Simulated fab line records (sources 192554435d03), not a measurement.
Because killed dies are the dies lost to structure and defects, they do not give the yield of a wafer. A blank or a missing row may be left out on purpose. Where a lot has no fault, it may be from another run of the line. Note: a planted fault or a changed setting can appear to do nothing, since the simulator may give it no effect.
Matching of chambers || flow n5Finfet || N5_BEOL_M15_CMP_49 on cmp-04 has 4 sister chambers
The step polishes, stops on SiO2, t overpolish 4.9 s, target thk 850 nm. 4 wafers are shown with their chamber, then 7 later ones without.

== WAFERS, EACH WITH ITS CHAMBER ==
{"wafer": "L078.4", "chamber": 3, "motorCurrentA (A)": 7.3}
{"wafer": "L080.6", "chamber": 1, "motorCurrentA (A)": 8.9}
{"wafer": "L086.1", "chamber": 2, "motorCurrentA (A)": 6.7}
{"wafer": "L086.2", "chamber": 0, "motorCurrentA (A)": 7.2}

== WAFERS WITH NO CHAMBER GIVEN ==
{"wafer": "L086.4", "motorCurrentA (A)": 7.5}
{"wafer": "L090.2", "motorCurrentA (A)": 7.5}
{"wafer": "L090.3", "motorCurrentA (A)": 6.8}
{"wafer": "L090.4", "motorCurrentA (A)": 7.3}
{"wafer": "L092.2", "motorCurrentA (A)": 7.0}
{"wafer": "L092.5", "motorCurrentA (A)": 7.3}
{"wafer": "L092.6", "motorCurrentA (A)": 7.0}

== THE CHAMBER EACH PASSED THROUGH ==
{"wafer": "L086.4", "from the rows above": "can't be placed: 3 or 0", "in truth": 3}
{"wafer": "L090.2", "from the rows above": "can't be placed: 3 or 0", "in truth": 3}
{"wafer": "L090.3", "from the rows above": "can't be placed: 2 or 0", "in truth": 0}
{"wafer": "L090.4", "from the rows above": "can't be placed: 3 or 0", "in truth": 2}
{"wafer": "L092.2", "from the rows above": "can't be placed: 0 or 2 or 3", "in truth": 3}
{"wafer": "L092.5", "from the rows above": "can't be placed: 3 or 0", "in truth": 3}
{"wafer": "L092.6", "from the rows above": "can't be placed: 0 or 2 or 3", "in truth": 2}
Correctly placed: 0 of 7. From these rows, 7 cannot be placed; in 6 the true chamber is one of the candidates. 0 placed wrongly.
How it was worked out, from the rows above alone: a wafer's distance from a chamber is the root of the sum, over the readings, of the square of ((its reading less the chamber's mean) divided by the reading's scatter). If the next closest chamber is less than 2 further off than the closest, the wafer can't be placed; otherwise it belongs to the closest. A chamber's mean is the mean of its shown wafers. The scatter: with one shown wafer a chamber, the root of the mean of the squares of how far each hidden wafer lies from its nearest shown one.
